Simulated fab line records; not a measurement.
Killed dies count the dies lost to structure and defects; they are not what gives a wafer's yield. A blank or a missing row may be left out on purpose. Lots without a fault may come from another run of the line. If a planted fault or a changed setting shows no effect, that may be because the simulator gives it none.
The tool behind it: which one?	flow n5Finfet	10 lots with 30 wafers sampled at 5 steps, on a route of 1938 steps

WHAT EACH GAUGE READ, for each wafer
N5_SD_EPI_N_OVL_MEAS_10. Usual: for SD_N_BLK_OVL the level is -0.3 nm and the standard deviation is 0.72.
lot	measured	on	SD_N_BLK_OVL (nm)	flag
L669	day 3 19:54	overlay-02	0.5 -0.4 -1.2	
L672	day 4 12:42	overlay-01	0.2 0.1 0.3	
L674	day 5 06:32	overlay-01	-0.9 -1.1 -1.4	
L675	day 5 13:26	overlay-01	-1.4 0.7 -1.1	
L676	day 5 23:31	overlay-02	-0.1 0.4 0.3	
L678	day 6 06:25	overlay-02	0.2 0.4 -0.4	
L682	day 7 00:28	overlay-01	-0.4 0.1 -1.4	
L683	day 7 07:46	overlay-02	1.5 1.0 0.8	
L685	day 7 18:53	overlay-02	0.2 0.3 0.0	
L687	day 8 07:29	overlay-02	0.3 -0.3 0.3	

N5_BEOL_M4_RC_MEAS_101. Usual: DIBL_N 36.9 mV/V, standard deviation 1.7; DIBL_P 36.7 mV/V, standard deviation 2.1; IOFF_N 0.17 nA/um, standard deviation 0.032; IOFF_P 0.22 nA/um, standard deviation 0.036; ION_N 674 uA/um, standard deviation 12; ION_P 461 uA/um, standard deviation 7; SS_N 71.7 mV/dec, standard deviation 0.6; SS_P 73.4 mV/dec, standard deviation 0.67; VT_N 249 mV, standard deviation 3.1; VT_P -250 mV, standard deviation 3.2.
lot	measured	on	DIBL_N (mV/V)	DIBL_P (mV/V)	IOFF_N (nA/um)	IOFF_P (nA/um)	ION_N (uA/um)	ION_P (uA/um)	SS_N (mV/dec)	SS_P (mV/dec)	VT_N (mV)	VT_P (mV)	flag
L669	day 8 14:13	prober-02	32.8 35.9 34.4	32.8 35.1 32.9	0.12 0.16 0.14	0.17 0.20 0.17	660 663 652	454 454 446	70.6 71.8 71.6	72.8 72.8 72.2	255 250 252	-252 -252 -251	
L672	day 9 04:58	prober-01	38.8 36.9 37.5	41.7 38.2 38.4	0.23 0.18 0.19	0.27 0.21 0.21	694 676 683	468 452 456	72.2 71.8 71.6	74.3 73.9 74.3	245 250 248	-251 -252 -254	
L674	day 9 20:14	prober-01	37.3 37.0 39.7	36.5 36.0 37.1	0.18 0.16 0.23	0.22 0.20 0.23	679 680 675	461 460 452	71.7 71.1 72.8	73.2 72.8 73.7	246 250 244	-251 -249 -251	
L675	day 10 05:55	prober-01	34.8 34.6 35.2	34.7 34.8 35.8	0.15 0.13 0.15	0.20 0.21 0.23	662 657 673	461 454 464	71.6 70.7 71.5	72.5 71.8 72.8	251 253 251	-249 -252 -249	
L676	day 11 08:37	prober-01	38.3 40.4 38.5	37.3 39.3 36.5	0.18 0.24 0.20	0.23 0.27 0.22	684 692 680	461 472 458	72.0 72.4 72.6	73.8 74.3 74.3	250 246 248	-252 -249 -250	
L678	day 11 00:52	prober-01	37.7 34.9 36.2	38.5 36.7 37.5	0.19 0.14 0.16	0.26 0.21 0.23	688 677 677	475 466 461	72.3 70.8 72.2	73.5 73.7 72.3	248 253 248	-245 -249 -246	
L682	day 11 13:01	prober-01	36.7 37.6 36.9	36.8 36.9 36.5	0.14 0.18 0.15	0.19 0.19 0.18	664 671 660	454 455 456	71.6 72.4 71.9	73.0 72.8 72.7	251 248 252	-253 -251 -252	
L683	day 12 06:56	prober-02	38.4 34.9 32.8	38.0 34.8 32.0	0.19 0.13 0.11	0.24 0.20 0.16	676 654 660	466 458 455	71.8 71.1 70.6	73.7 72.8 72.6	248 252 253	-249 -252 -255	
L685	day 12 21:56	prober-01	37.1 36.3 38.0	37.7 35.5 38.3	0.17 0.15 0.21	0.27 0.22 0.28	679 669 703	465 461 472	72.8 71.0 73.2	73.5 73.3 74.1	248 252 244	-245 -245 -245	
L687	day 13 05:11	prober-02	35.5 32.0 35.6	34.9 30.8 34.9	0.14 0.10 0.14	0.19 0.14 0.20	673 651 667	462 452 462	72.0 69.8 71.3	73.8 72.5 73.7	254 255 255	-250 -255 -251	

WHICH TOOL RAN EACH LOT (tool, then ch and the chambers of the sampled wafers, then the start)
lot	N5_SD_EPI_N_DESCUM_14	N5_SD_EPI_N_VAPOR_ETCH_50	N5_SD_EPI_N_EPI_21
L669	rieDiel-05 ch 0,2,3, day 3 21:17	epiRpcvd-03 ch 0, day 3 22:50	epiRpcvd-03 ch 0, day 3 23:31
L672	rieDiel-04 ch 1,2, day 4 12:46	epiRpcvd-02 ch 0, day 4 14:15	epiRpcvd-02 ch 0, day 4 14:26
L674	rieDiel-02 ch 0,1,3, day 5 06:42	epiRpcvd-02 ch 0, day 5 08:12	epiRpcvd-02 ch 0, day 5 08:23
L675	rieDiel-02 ch 0,2,3, day 5 14:11	epiRpcvd-03 ch 0, day 5 15:47	epiRpcvd-03 ch 0, day 5 16:02
L676	rieDiel-02 ch 0,2,3, day 5 23:34	epiRpcvd-03 ch 0, day 6 01:11	epiRpcvd-03 ch 0, day 6 01:26
L678	rieDiel-04 ch 0,2,3, day 6 06:28	epiRpcvd-03 ch 0, day 6 08:05	epiRpcvd-03 ch 0, day 6 08:19
L682	rieDiel-02 ch 0,1,2, day 7 00:32	epiRpcvd-01 ch 0, day 7 02:03	epiRpcvd-01 ch 0, day 7 02:29
L683	rieDiel-04 ch 0,1,2, day 7 07:56	epiRpcvd-03 ch 0, day 7 09:58	epiRpcvd-03 ch 0, day 7 10:12
L685	rieDiel-05 ch 0,1,3, day 7 18:56	epiRpcvd-03 ch 0, day 7 20:26	epiRpcvd-03 ch 0, day 7 20:37
L687	rieDiel-05 ch 0,1, day 8 07:32	epiRpcvd-01 ch 0, day 8 09:04	epiRpcvd-01 ch 0, day 8 09:30
- N5_SD_EPI_N_DESCUM_14: chemistry O2, time 7.9 s.
- N5_SD_EPI_N_VAPOR_ETCH_50: etches Si in HCl, time 54 s.
- N5_SD_EPI_N_EPI_21: deposits Si:P, time 690 s.

WHAT THE TOOLS THEMSELVES READ (means of the sampled wafers that have a number; where no wafer has one, the mark that the record gives instead)
N5_SD_EPI_N_DESCUM_14. Usual: drypumpMotorCurrentA 5.5 A, standard deviation 0.37; o2FlowSccm 225.0 sccm, standard deviation 0.66; oesProductAu 0.80 a.u., standard deviation 0.091; rfVppV 243.1 V, standard deviation 1.6; showerheadPlenumPTorr 2.09 Torr, standard deviation 0.084; throttleValvePct 20.31 %, standard deviation 0.16.
lot	tool	drypumpMotorCurrentA (A)	o2FlowSccm (sccm)	oesProductAu (a.u.)	rfVppV (V)	showerheadPlenumPTorr (Torr)	throttleValvePct (%)	flag
L669	rieDiel-05	5.5	224.9	0.77	244.0	2.09	20.28	
L672	rieDiel-04	5.0	225.6	0.87	242.4	2.09	20.39	
L674	rieDiel-02	5.3	225.1	0.88	242.4	2.09	20.27	
L675	rieDiel-02	5.6	224.5	0.81	243.6	2.09	20.35	
L676	rieDiel-02	5.7	224.8	0.80	243.5	2.09	20.34	
L678	rieDiel-04	5.4	224.7	0.78	241.7	2.01	20.35	
L682	rieDiel-02	5.5	224.8	0.78	243.1	2.10	20.35	
L683	rieDiel-04	5.3	224.6	0.77	242.8	2.06	20.45	
L685	rieDiel-05	5.4	224.2	0.83	243.6	2.10	20.17	
L687	rieDiel-05	5.3	224.6	0.76	242.4	2.02	20.25	

N5_SD_EPI_N_VAPOR_ETCH_50. Usual: throttleValvePct 12.2 %, standard deviation 0.34.
lot	tool	throttleValvePct (%)	flag
L669	epiRpcvd-03	12.2	
L672	epiRpcvd-02	11.9	
L674	epiRpcvd-02	11.7	
L675	epiRpcvd-03	12.1	
L676	epiRpcvd-03	12.1	
L678	epiRpcvd-03	12.1	
L682	epiRpcvd-01	12.5	
L683	epiRpcvd-03	12.1	
L685	epiRpcvd-03	12.2	
L687	epiRpcvd-01	12.5	

N5_SD_EPI_N_EPI_21. Usual: susceptorTempC 680.04 C, standard deviation 0.29; susceptor_temp_C_max 681.8, standard deviation 0.4.
lot	tool	susceptorTempC (C)	susceptor_temp_C_max	flag
L669	epiRpcvd-03	680.26	681.9	
L672	epiRpcvd-02	679.74	681.6	
L674	epiRpcvd-02	680.21	682.2	
L675	epiRpcvd-03	680.11	681.8	
L676	epiRpcvd-03	679.61	681.4	
L678	epiRpcvd-03	680.45	682.3	
L682	epiRpcvd-01	679.98	682.0	
L683	epiRpcvd-03	681.63	683.3	OFF
L685	epiRpcvd-03	681.92	683.6	OFF
L687	epiRpcvd-01	679.97	681.7	

THE ANSWER, worked out from the rows above alone
Rule: a lot is off if the mean of its wafers that have a number lies more than 3 standard deviations from the usual mean. Also off: a lot with no number at a reading for which 4 or more lots have one. Any other lot the step has rows for is counted as sound. First the gauges in route order, then the tools' own readings, where a lot's mean is used as printed above. At the first step where some lot is off, the reading lying furthest off is the one used; lots without a number count as furthest.
Off: L683, L685 (N5_SD_EPI_N_EPI_21, susceptorTempC).
If a tool, at that step or one of the process steps before it, ran each lot that is off and ran no sound lot following the first of them, it fits. One fits: epiRpcvd-03 at N5_SD_EPI_N_VAPOR_ETCH_50 and N5_SD_EPI_N_EPI_21. At N5_SD_EPI_N_VAPOR_ETCH_50 its last sound lot is L678 (day 6 08:05), its first lot that is off L683 (day 7 09:58): a fault that began between those two fits.

WHAT THE SIMULATOR PUT IN
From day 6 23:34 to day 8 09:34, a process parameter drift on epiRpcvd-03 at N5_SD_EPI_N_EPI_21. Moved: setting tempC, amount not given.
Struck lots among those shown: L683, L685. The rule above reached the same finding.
